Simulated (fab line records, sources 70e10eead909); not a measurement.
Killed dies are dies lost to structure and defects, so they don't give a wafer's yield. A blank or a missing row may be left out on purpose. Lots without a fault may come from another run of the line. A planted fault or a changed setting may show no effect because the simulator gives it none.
Chamber matching | flow nand_harc | NHARC_A_STAIRCASE_DEP_325 on pecvd-04: 3 sister chambers
The step deposits SiO2, target thk 3800 nm. 3 wafers are shown with their chamber, then 8 later ones without.

WAFERS WITH THEIR CHAMBER
wafer  | chamber | heater_power_outer_w (W)
L703.6 | 0       | 306
L708.6 | 1       | 335
L710.4 | 2       | 270

WAFERS WITHOUT THEIR CHAMBER
wafer  | heater_power_outer_w (W)
L710.5 | 331
L710.6 | 280
L711.1 | 437
L711.5 | 323
L711.6 | 278
L713.1 | 354
L713.3 | 360
L713.6 | 324

WHICH CHAMBER EACH WENT THROUGH
wafer  | from the rows above          | in truth
L710.5 | can't be placed: 1 or 0 or 2 | 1
L710.6 | can't be placed: 2 or 0 or 1 | 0
L711.1 | can't be placed: 1 or 0 or 2 | 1
L711.5 | can't be placed: 1 or 0 or 2 | 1
L711.6 | can't be placed: 2 or 0 or 1 | 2
L713.1 | can't be placed: 1 or 0 or 2 | 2
L713.3 | can't be placed: 1 or 0 or 2 | 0
L713.6 | can't be placed: 1 or 0 or 2 | 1
Placed correctly: 0 of 8. Can't be placed from these rows: 8 (the true chamber is among the candidates in 8). Placed wrongly: 0.
How it was worked out, from the rows above alone: a wafer's distance from a chamber is the root of the sum, over the readings, of the square of ((its reading less the chamber's mean) divided by the reading's scatter). The wafer belongs to the nearest chamber; if the next one is less than 2 further off, it can't be placed. A chamber's mean is the mean of its shown wafers. The scatter: with one shown wafer a chamber, the root of the mean of the squares of how far each hidden wafer lies from its nearest shown one.
